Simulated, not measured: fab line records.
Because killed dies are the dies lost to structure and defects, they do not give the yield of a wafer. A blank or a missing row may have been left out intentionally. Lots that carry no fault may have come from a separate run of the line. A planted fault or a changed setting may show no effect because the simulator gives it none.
Comparing a struck lot with a sound one | flow n5-finfet | 43 steps out of a route of 1938
Sound: the wafers L689.2, L689.3, L689.6. Struck: wafer L692.5. At the end, the cause is stated.
Order at every step that has rows: each side's tool, ch and its chambers, its first start. Under that, the readings that differ: sound wafers | struck wafers | difference of the means | sigmas: that difference in standard deviations of wafers without a fault.
alike: readings whose means differ by less than 2 such deviations, and words and numbers that are the same on both sides. not compared: withheld readings, readings that some wafer has no value for, bounds like >300 that may hide the same value, and numbers for which the record gives no deviation and whose values overlap.
Wherever a step has rows on one side only, a row that says differs or no value, or a row with sigmas, the two part there. Numbers that have no deviation but don't overlap get no sigmas and don't part them. A reading missing from all wafers of one side parts the sides only when that side holds two or more wafers.

first, 4 steps without rows for these wafers: N5_FIN_CUT_STRIP_22 (strips in N2/H2); N5_FIN_CUT_PRECLEAN_36 (cleans in O3/DIW, time 60 s); N5_FIN_CUT_SRD_32 (time 30 s); N5_FIN_CUT_UV_OZONE_34 (time 120 s).
N5_FIN_CUT_INSPECT_17: inspects for defects (brightfield).
  sound: defect-inspect-01 at day 5 07:32; struck: defect-inspect-02 at day 5 22:47
  alike: raw-defect-count
then, 5 steps without rows for these wafers: N5_STI_FIN_REVEAL_ALD_00 (deposits SiO2, target thk 1 nm, pulse time 1 s); N5_STI_FIN_REVEAL_ALD_14 (deposits Si3N4, target thk 3 nm); N5_STI_FIN_REVEAL_FCVD_FILL_01 (material SiO2 flowable, target thk 312 nm, time 512.2 s); N5_STI_FIN_REVEAL_DENSIFY_02 (time 1800 s); N5_STI_FIN_REVEAL_CMP_04 (polishes, stops on Si3N4, t overpolish 4 s, target thk 131.83 nm).
N5_STI_FIN_REVEAL_THK_MEAS_05:
  sound: film-metro-02 at day 5 12:57; struck: film-metro-02 at day 6 04:13
  alike: thk-nm
following that, these wafers have no rows for 1 step: N5_STI_FIN_REVEAL_DENSIFY_30.
N5_STI_FIN_REVEAL_ETCHBACK_08: etches SiO2 in C4F6/O2, target depth 30.5 nm, time 10.167 s.
  sound on rie-diel-03 ch 0,3, day 5 13:14; struck on rie-diel-03 ch 2, day 6 04:33
  reading                     | sound          | struck | difference | sigmas
  drypump-motor-current-A (A) | 5.6 5.5 5.6    | 6.6    | +1.0       | +2
  oes-product-au (a.u.)       | 0.68 0.70 0.68 | 1.17   | +0.48      | +5
  alike: rf-vpp-V, showerhead-plenum-p-Torr, throttle-valve-pct
  not compared: rf-hours-counter-h
N5_STI_FIN_REVEAL_STRIP_24: strips in N2/H2, time 90 s.
  sound on rie-diel-03 ch 0,3, day 5 13:16; struck on rie-diel-03 ch 2, day 6 04:37
  reading                     | sound          | struck | difference | sigmas
  drypump-motor-current-A (A) | 5.6 5.5 5.6    | 6.6    | +1.0       | +2
  oes-product-au (a.u.)       | 0.69 0.70 0.68 | 0.90   | +0.21      | +2
  alike: rf-vpp-V, showerhead-plenum-p-Torr, throttle-valve-pct
  not compared: rf-hours-counter-h
then, 7 steps without rows for these wafers: N5_STI_FIN_REVEAL_PRECLEAN_25 (cleans in SPM, time 90 s); N5_STI_FIN_REVEAL_PRECLEAN_26 (cleans in SC1, time 45 s); N5_STI_FIN_REVEAL_PRECLEAN_29 (cleans in DHF, time 30 s); N5_STI_FIN_REVEAL_SRD_12 (time 30 s); N5_STI_FIN_REVEAL_RECESS_09 (chemistry HF/NH3, target SiO2, afs cycles 11, target depth 42.5 nm, sublimation time 60 s); N5_STI_FIN_REVEAL_STRIP_16 (strips SiNx in H3PO4, target depth 23.8 nm); N5_STI_FIN_REVEAL_PRECLEAN_17 (cleans in NF3:NH3, afs cycles 1, time 20 s, sublimation time 60 s).
N5_STI_FIN_REVEAL_ETCH_34: etches Si in H2, material Si, target depth 0.97 nm.
  sound on rie-si-06 ch 1,2,3, day 5 15:35; struck on rie-si-05 ch 1, day 6 07:26
  alike: drypump-motor-current-A, oes-product-au, throttle-valve-pct
  not compared: rf-hours-counter-h
N5_STI_FIN_REVEAL_OXIDATION_31: chemistry O2 PLASMA REMOTE, time 20 s.
  sound on plasma-asher-01 ch 0,1, day 5 15:41; struck on plasma-asher-01 ch 0, day 6 07:31
  alike: drypump-motor-current-A, heater-power-w
  not compared: rf-hours-counter-h
then, 3 steps without rows for these wafers: N5_STI_FIN_REVEAL_PRECLEAN_32 (cleans in NF3:NH3, afs cycles 1, time 20 s, sublimation time 60 s); N5_STI_FIN_REVEAL_STRIP_35 (strips Si3N4 in H3PO4, target depth 4 nm, time 39 s); N5_STI_FIN_REVEAL_SRD_21 (time 30 s).
N5_STI_FIN_REVEAL_OXIDATION_33: chemistry O2 PLASMA REMOTE, time 20 s.
  sound on plasma-asher-01 ch 0,1, day 5 16:02; struck on plasma-asher-01 ch 0, day 6 07:52
  alike: drypump-motor-current-A, heater-power-w
  not compared: rf-hours-counter-h
then, 2 steps without rows for these wafers: N5_STI_FIN_REVEAL_CLEAN_19 (cleans in O3/DIW, time 120 s); N5_STI_FIN_REVEAL_SRD_23 (time 30 s).
N5_STI_FIN_REVEAL_CD_MEAS_22: target cd 6.238 nm, pitch 28 nm.
  sound: cd-sem-02 at day 5 16:13; struck: cd-sem-03 at day 6 07:59
  alike: cd-nm
N5_STI_FIN_REVEAL_FIN_H_MEAS_10:
  sound: ocd-01 at day 5 16:14; struck: ocd-01 at day 6 08:01
  reading              | sound          | struck | difference | sigmas
  trench-depth-nm (nm) | 51.5 51.2 51.9 | 67.4   | +15.9      | +21
then, 2 steps without rows for these wafers: N5_STI_FIN_REVEAL_PRECLEAN_18 (cleans in SC2, time 45 s); N5_STI_FIN_REVEAL_SRD_28 (time 30 s).
N5_STI_FIN_REVEAL_INSPECT_13: inspects for defects (darkfield).
  sound: defect-inspect-02 at day 5 16:20; struck: defect-inspect-01 at day 6 08:07
  alike: raw-defect-count
then, 2 steps without rows for these wafers: N5_DUMMY_GATE_PRECLEAN_00 (cleans in O3/DIW, time 60 s); N5_DUMMY_GATE_SRD_01 (time 30 s).
N5_DUMMY_GATE_ALD_02: deposits SiO2, target thk 2 nm, pulse time 1 s.
  sound on ald-sin-01 ch 2,3, day 5 16:53; struck on ald-sin-04 ch 3, day 6 08:14
  alike: chamber-pressure-Torr, heater-power-w, precursor-pulse-height-rel
then, 4 steps without rows for these wafers: N5_DUMMY_GATE_CVD_03 (deposits a-Si from SiH4, target thk 150 nm, time 8042 s); N5_DUMMY_GATE_PRECLEAN_46 (cleans in DIW, time 89.5 s); N5_DUMMY_GATE_SRD_47 (dry time 32 s); N5_DUMMY_GATE_CMP_04 (polishes a-Si).
N5_DUMMY_GATE_THK_MEAS_05:
  sound: film-metro-02 at day 5 23:25; struck: film-metro-02 at day 6 12:47
  alike: thk-nm
-- the record jumps here: 6 days lie between the struck wafers' starts before and after (it left off in module DUMMY_GATE and takes up again in module BEOL_M4, whose first step shown is number 1111 of the route) --
N5_BEOL_M4_RC_MEAS_101:
  sound on prober-02 ch 0, day 12 15:40; struck on prober-01 ch 0, day 12 12:11
  reading        | sound          | struck | difference | sigmas
  IOFF_P (nA/um) | 0.24 0.25 0.26 | 0.18   | -0.07      | -2
  ION_N (uA/um)  | 658 666 662    | 755    | +93        | +11
  VT_P (mV)      | -245 -247 -242 | -253   | -8         | -2
  alike: DIBL_N, DIBL_P, IOFF_N, ION_P, REXT_N, SS_N, SS_P, VT_N

== WHERE THEY PART ==
Earliest at N5_STI_FIN_REVEAL_ETCHBACK_08; latest, in this record, at N5_BEOL_M4_RC_MEAS_101.

WHY: whatever the simulator had introduced
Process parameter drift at N5_STI_FIN_REVEAL_ETCHBACK_08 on rie-diel-03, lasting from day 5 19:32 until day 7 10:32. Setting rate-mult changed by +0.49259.
